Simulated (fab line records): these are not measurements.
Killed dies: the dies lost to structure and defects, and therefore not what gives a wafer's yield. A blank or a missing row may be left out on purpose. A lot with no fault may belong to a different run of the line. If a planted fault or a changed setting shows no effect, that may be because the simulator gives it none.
Struck lot and sound lot, side by side / flow n5-finfet / 34 out of 1938 route steps
Sound: wafers L686.1, L686.2, L686.3. Struck: wafer L689.1. (L689.2, L689.6 of the same lot were not struck and are left out.) The cause comes at the end.
At each step with rows: each side's tool, then ch and its chambers, then its first start. Under that, the readings that differ: sound wafers / struck wafers / difference of the means / sigmas: that difference in standard deviations of wafers without a fault.
alike: words and numbers the same on both sides, and readings whose means are apart by under 2 such deviations; not compared: readings that were withheld, readings missing a value for some wafer, numbers with overlapping values and no deviation given by the record, and bounds like >300 which may hide the same value.
The two part at a step that has a row with sigmas, a row that says differs or no value, or rows on one side only. Numbers that don't overlap but have no deviation are shown without sigmas and don't part them. A reading that every wafer of one side lacks parts them only if that side has two wafers or more.

first, 9 steps without rows for these wafers: N5_SD_EPI_P_DEVELOP_08 (develop time 30 s); N5_SD_EPI_P_DESCUM_14 (chemistry O2, time 7.9 s); N5_SD_EPI_P_ETCH_36 (etches SiARC in CF4, target depth 45.5 nm, time 75.8 s); N5_SD_EPI_P_ETCH_37 (etches SOC in N2/H2, overetch 108 nm, time 486 s); N5_SD_EPI_P_STRIP_38 (strips in N2/H2); N5_SD_EPI_P_ETCHBACK_46 (etches SiNx in CH3F/O2, stops on SiO2, target depth 17.5 nm); N5_SD_EPI_P_ETCH_47 (etches SiOCN in CH3F/O2, target depth 25 nm); N5_SD_EPI_P_ETCH_16 (etches SiO2 in CHF3/O2, target depth 5 nm); N5_SD_EPI_P_STRIP_50 (strips in CHF3/O2).
N5_SD_EPI_P_SD_RECESS_17: chemistry HBr/Cl2/O2, target depth 39.1 nm, bt time 3 s.
  sound on rie-si-04 ch 0,1,3, day 6 11:13; struck on rie-si-04 ch 2, day 7 01:14
reading=drypump-motor-current-A (A); sound=5.95 6.51 5.77; struck=5.23; difference=-0.85; sigmas=-3
reading=oes-product-au (a.u.); sound=0.991 0.998 0.977; struck=0.942; difference=-0.047; sigmas=-3
reading=rf-hours-counter-h (h); sound=170 0 144; struck=191; difference=+86; sigmas=
reading=model.etch.depth-nm (nm); sound=38.46 38.77 38.58; struck=30.17; difference=-8.43; sigmas=
reading=model.SD_EPI_P.feature-depth-nm (nm); sound=38.4 38.8 38.6; struck=30.2; difference=-8.4; sigmas=
  alike: he-backside-leak-sccm, throttle-valve-pct
then, 22 steps without rows for these wafers: N5_SD_EPI_P_WET_ETCH_45 (etches SiO2 in dHF, time 10.7 s, target depth 2 nm, rinse time 30 s); N5_SD_EPI_P_STRIP_40 (strips in N2/H2); N5_SD_EPI_P_PRECLEAN_52 (cleans in O3/DIW, time 60 s); N5_SD_EPI_P_SRD_20 (time 30 s); N5_SD_EPI_P_PRECLEAN_51 (cleans in NF3:NH3, afs cycles 1, time 20 s, sublimation time 60 s); N5_SD_EPI_P_VAPOR_ETCH_44 (etches SiGe30 in NF3/Ar, time 3.3 s); N5_SD_EPI_P_EPI_21 (deposits SiGe:B, time 355 s); N5_SD_EPI_P_HM_STRIP_48 (strips SiNx in H3PO4, material SiNx, target depth 3 nm); N5_SD_EPI_P_SRD_49 (time 30 s); N5_SD_EPI_P_PRECLEAN_24 (cleans in O3/DIW, time 45 s); N5_SD_EPI_P_PRECLEAN_32 (cleans in dHF, time 10 s); N5_SD_EPI_P_PRECLEAN_33 (cleans in SC2, time 45 s); N5_SD_EPI_P_SRD_25 (time 30 s); N5_SD_ACTIVATION_RTA_00 (time 0 s); N5_SD_ACTIVATION_LSA_01 (time 0.0008 s); N5_ILD0_LINER_00 (material SiNx, target thk 4 nm, pulse time 1 s, purge time 2 s); N5_ILD0_FCVD_FILL_01 (material SiO2 flowable, target thk 200 nm, time 328.3 s); N5_ILD0_CURE_02 (time 1800 s); N5_ILD0_CMP_03 (polishes, stops on SiNx, t overpolish 1.9 s, target thk 197.38 nm); N5_ILD0_CMP_07 (polishes SiO2 flowable, stops on poly-Si, t overpolish 1.18 s, target thk 138.88 nm); N5_ILD0_PRECLEAN_10 (cleans in NF3:NH3, afs cycles 5, time 20 s, sublimation time 60 s); N5_ILD0_ALD_15 (deposits SiNx, target thk 24 nm, pulse time 1 s, ald cycles 480).
-- the record jumps here: 5 days lie between the struck wafers' starts before and after (it left off in module ILD0 and takes up again in module BEOL_M4, whose first step shown is number 1111 of the route) --
N5_BEOL_M4_RC_MEAS_101:
  sound on prober-01 ch 0, day 11 21:13; struck on prober-01 ch 0, day 12 01:20
reading=CJ_P; sound=5.47 5.76 5.67; struck=3.53; difference=-2.10; sigmas=-16
reading=ION_N (uA/um); sound=673 664 668; struck=693; difference=+25; sigmas=+3
reading=ION_P (uA/um); sound=464 456 460; struck=426; difference=-34; sigmas=-5
reading=REXT_P (ohm.um); sound=96.4 97.6 97.6; struck=110.3; difference=+13.1; sigmas=+5
  alike: DIBL_N, DIBL_P, IOFF_N, IOFF_P, SS_N, SS_P, VT_N, VT_P
-- here the record skips 4 days between the struck wafers' starts before and after, leaving off in module BEOL_M4 and picking up in module PASSIVATION (first step shown: number 1936 of the route) --
N5_PASSIVATION_PROBE_49:
  only the struck wafers here have rows in the record (prober-02, day 16 11:19); the sound ones have none

## WHERE THEY PART
First at N5_SD_EPI_P_SD_RECESS_17; last, within this record, at N5_PASSIVATION_PROBE_49.

WHY: what the simulator had put in
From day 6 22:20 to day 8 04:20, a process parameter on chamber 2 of rie-si-04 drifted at N5_SD_EPI_P_SD_RECESS_17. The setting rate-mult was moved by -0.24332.
